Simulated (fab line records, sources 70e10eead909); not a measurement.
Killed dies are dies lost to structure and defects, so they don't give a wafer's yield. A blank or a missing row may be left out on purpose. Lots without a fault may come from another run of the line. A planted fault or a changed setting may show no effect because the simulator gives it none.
Chamber matching | flow nand_harc | NHARC_A_WL_FILL_ALD_02 on ald_metal-02: 4 sister chambers
The step deposits TiN, target thk 2 nm, pulse time 3 s, ald cycles 100. 8 wafers are shown with their chamber, then 12 later ones without.

WAFERS WITH THEIR CHAMBER
wafer  | chamber | heater_power_w (W) | precursor_pulse_height_rel
L086.1 | 1       | 1239               | 1.007
L086.3 | 0       | 1107               | 0.955
L089.1 | 1       | 1253               | 0.986
L089.4 | 2       | 1134               | 1.017
L089.6 | 3       | 1077               | 1.017
L089.2 | 3       | 1091               | 1.035
L089.3 | 0       | 1067               | 1.062
L089.5 | 2       | 1107               | 0.999

WAFERS WITHOUT THEIR CHAMBER
wafer  | heater_power_w (W) | precursor_pulse_height_rel
L090.1 | 1261               | 1.031
L090.4 | 1107               | 0.976
L090.5 | 1092               | 1.002
L095.1 | 1114               | 0.989
L095.2 | 1106               | 0.977
L095.4 | 1086               | 1.023
L095.3 | 1256               | 1.036
L095.5 | 1123               | 0.982
L095.6 | 1250               | 1.008
L097.1 | 1112               | 0.975
L097.2 | 1298               | 1.004
L097.3 | 1130               | 0.993

WHICH CHAMBER EACH WENT THROUGH
wafer  | from the rows above          | in truth
L090.1 | 1                            | 1
L090.4 | can't be placed: 2 or 0 or 3 | 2
L090.5 | can't be placed: 0 or 3 or 2 | 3
L095.1 | can't be placed: 2 or 0 or 3 | 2
L095.2 | can't be placed: 2 or 0 or 3 | 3
L095.4 | can't be placed: 3 or 0 or 2 | 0
L095.3 | 1                            | 1
L095.5 | can't be placed: 2 or 0 or 3 | 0
L095.6 | 1                            | 1
L097.1 | can't be placed: 2 or 0 or 3 | 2
L097.2 | 1                            | 1
L097.3 | can't be placed: 2 or 0 or 3 | 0
Placed correctly: 4 of 12. Can't be placed from these rows: 8 (the true chamber is among the candidates in 8). Placed wrongly: 0.
How it was worked out, from the rows above alone: a wafer's distance from a chamber is the root of the sum, over the readings, of the square of ((its reading less the chamber's mean) divided by the reading's scatter). The wafer belongs to the nearest chamber; if the next one is less than 2 further off, it can't be placed. A chamber's mean is the mean of its shown wafers. The scatter: the root of (the sum of the squares of (reading less its chamber's mean) over the shown wafers, divided by (wafers less chambers)).
